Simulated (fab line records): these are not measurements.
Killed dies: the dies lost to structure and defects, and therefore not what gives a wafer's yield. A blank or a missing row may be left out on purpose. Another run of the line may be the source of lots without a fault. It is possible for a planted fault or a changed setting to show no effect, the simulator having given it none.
Which tool was responsible? + flow nand-harc + route of 1159 steps, sampled at 1 step: 24 lots, 72 wafers

== WHAT THE GAUGES SHOWED, per wafer ==
NHARC_A_CHANNEL_HOLE_D1_CD_MEAS_30.
| lot  | measured     | on        | cd-nm (nm)     |
|------|--------------|-----------|----------------|
| L074 | day 8 12:51  | cd-sem-02 | 87.8 90.7 89.4 |
| L075 | day 8 20:39  | cd-sem-02 | 90.1 90.7 90.8 |
| L076 | day 9 00:20  | cd-sem-02 | 89.6 92.6 90.5 |
| L077 | day 9 03:42  | cd-sem-03 | 92.8 93.6 92.2 |
| L078 | day 9 13:58  | cd-sem-02 | 88.8 90.1 89.9 |
| L080 | day 10 00:15 | cd-sem-02 | 90.4 91.4 90.2 |
| L079 | day 10 00:25 | cd-sem-01 | 91.5 92.4 90.5 |
| L082 | day 10 09:21 | cd-sem-01 | 90.4 90.3 90.1 |
| L081 | day 10 09:35 | cd-sem-02 | 88.3 89.8 89.1 |
| L084 | day 10 19:57 | cd-sem-02 | 90.1 87.4 90.9 |
| L083 | day 10 20:17 | cd-sem-02 | 91.7 91.3 92.0 |
| L087 | day 11 15:10 | cd-sem-02 | 89.3 88.9 88.7 |
| L085 | day 11 15:26 | cd-sem-03 | 90.8 91.4 88.7 |
| L086 | day 11 19:46 | cd-sem-02 | 90.4 90.6 87.3 |
| L088 | day 12 03:04 | cd-sem-03 | 88.4 92.7 89.9 |
| L090 | day 12 10:51 | cd-sem-01 | 90.6 88.4 89.3 |
| L089 | day 12 10:58 | cd-sem-02 | 87.6 89.7 89.1 |
| L091 | day 12 15:09 | cd-sem-01 | 92.0 91.5 89.5 |
| L092 | day 12 23:11 | cd-sem-02 | 89.8 91.2 88.8 |
| L093 | day 13 09:08 | cd-sem-01 | 91.4 90.5 89.9 |
| L094 | day 13 09:36 | cd-sem-01 | 92.7 91.3 91.3 |
| L096 | day 13 22:24 | cd-sem-01 | 91.4 91.0 93.8 |
| L097 | day 14 02:34 | cd-sem-02 | 92.8 89.1 91.6 |
| L095 | day 14 06:44 | cd-sem-01 | 91.4 91.4 87.8 |

== TOOL THAT RAN EACH LOT (tool first, then ch and the chambers of the sampled wafers, then the start) ==
Record: no process step prior to these readings.

== AS READ BY THE TOOLS THEMSELVES (means over the sampled wafers that have a number; for cases with no such wafer, the mark the record gives instead) ==
The record holds no such reading with a usual standard deviation.

== THE ANSWER, worked out from the rows above alone ==
Rule: usual is defined by the lots themselves. The widest of any qualifying gaps counts: lots, ordered by their means at a reading, are off when they make up no more than a third of the lots, leave a main group of 4 or more, and stand apart from it by 3 or more times the standard deviation of that group's means. A main group is skipped when, at the precision printed for the reading in the tables above, its means are all equal. Also off: a lot with no number at a reading for which 4 or more lots have one. Any other lot the step has rows for is counted as sound. First the gauges in route order, then the tools' own readings, where a lot's mean is used as printed above. At the first step where some lot is off, the reading lying furthest off is the one used; lots without a number count as furthest.
Nothing can be told from this: no lot is off at any reading shown.

== WHAT THE SIMULATOR HAD PUT IN ==
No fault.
